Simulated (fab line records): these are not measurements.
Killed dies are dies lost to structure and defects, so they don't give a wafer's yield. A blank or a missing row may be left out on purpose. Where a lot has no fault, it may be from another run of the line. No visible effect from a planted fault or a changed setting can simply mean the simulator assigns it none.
Struck lot and sound lot, side by side | flow nand_harc | 15 out of 1159 route steps
Sound: wafers L585.1, L585.2, L585.5. Struck: wafers L599.3, L599.4, L599.6. Last of all comes the cause.
For every step that has rows: the tool of each side, followed by ch and its chambers, followed by its first start. Under that, the readings that differ: sound wafers | struck wafers | difference of the means | sigmas: that difference in standard deviations of wafers without a fault.
alike: a reading whose means differ by less than 2 such deviations, as well as words and numbers matching on both sides. not compared: withheld readings; readings where some wafer has no value; bounds like >300 that might hide an equal value; numbers whose values overlap and for which the record gives no deviation.
Wherever a step has rows on one side only, a row that says differs or no value, or a row with sigmas, the two part there. Non-overlapping numbers with no deviation appear without sigmas and do not part them. A reading missing from all wafers of one side parts the sides only when that side holds two or more wafers.

first, 1 step without rows for these wafers: NHARC_A_ONON_D1_DEP_12 (target thk 1000 nm).
NHARC_A_ONON_D1_THK_MEAS_14: measures by ellipsometry.
  sound on film_metro-01, day 9 10:44; struck on film_metro-01, day 12 14:16
  alike: thk_nm
then, 2 steps without rows for these wafers: NHARC_A_ONON_D1_ANNEAL_15 (time 3600 s); NHARC_A_ONON_D1_DEP_16 (target thk 1000 nm).
NHARC_A_ONON_D1_THK_MEAS_18: measures by ellipsometry.
  sound on film_metro-02, day 9 17:49; struck on film_metro-02, day 12 21:16
  reading     | sound       | struck         | difference | sigmas
  thk_nm (nm) | 992 993 994 | 1028 1026 1026 | +34        | +3
after that, 1 step with no rows for these wafers: NHARC_A_ONON_D1_DEP_19 (target thk 1000 nm).
NHARC_A_ONON_D1_THK_MEAS_21: measures by ellipsometry.
  sound on film_metro-01, day 9 18:31; struck on film_metro-02, day 12 21:49
  alike: thk_nm
after that, 1 step with no rows for these wafers: NHARC_A_ONON_D1_DEP_22 (target thk 1000 nm).
NHARC_A_ONON_D1_THK_MEAS_24: measures by ellipsometry.
  sound on film_metro-02, day 9 19:13; struck on film_metro-02, day 12 22:23
  alike: thk_nm
after that, 1 step with no rows for these wafers: NHARC_A_ONON_D1_DEP_25 (target thk 1000 nm).
NHARC_A_ONON_D1_THK_MEAS_27: measures by ellipsometry.
  sound on film_metro-01, day 9 19:47; struck on film_metro-02, day 12 22:58
  alike: thk_nm
NHARC_A_ONON_D1_DEP_28: target thk 1000 nm.
  sound on pecvd_onon-02 ch 0, day 9 19:50; struck on pecvd_onon-02 ch 0, day 12 23:08
  alike: nh3_flow_sccm
NHARC_A_ONON_D1_THK_MEAS_30: measures by ellipsometry.
  sound on film_metro-01, day 9 20:22; struck on film_metro-02, day 12 23:32
  reading     | sound          | struck      | difference | sigmas
  thk_nm (nm) | 1008 1008 1007 | 592 593 591 | -416       | -42
NHARC_A_ONON_D1_DEP_33: deposits SiO2, target thk 200 nm.
  sound on pecvd-01 ch 1,2, day 9 20:26; struck on pecvd-03 ch 0,1,2, day 12 23:41
  alike: flow_sccm, heater_power_outer_w, heater_power_w, throttle_valve_pct
-- jump in the record: it breaks off in module A_ONON_D1 and resumes in module END (first step shown: number 1159 of the route), and 13 days separate the struck wafers' starts before and after --
NHARC_END_SORT_01:
  only the struck wafers appear in the record here, on prober-01 ch 0 at day 25 20:52; the sound ones have no rows

## WHERE THEY PART
Earliest at NHARC_A_ONON_D1_THK_MEAS_18; latest, in this record, at NHARC_END_SORT_01.

WHY: what the simulator had put in
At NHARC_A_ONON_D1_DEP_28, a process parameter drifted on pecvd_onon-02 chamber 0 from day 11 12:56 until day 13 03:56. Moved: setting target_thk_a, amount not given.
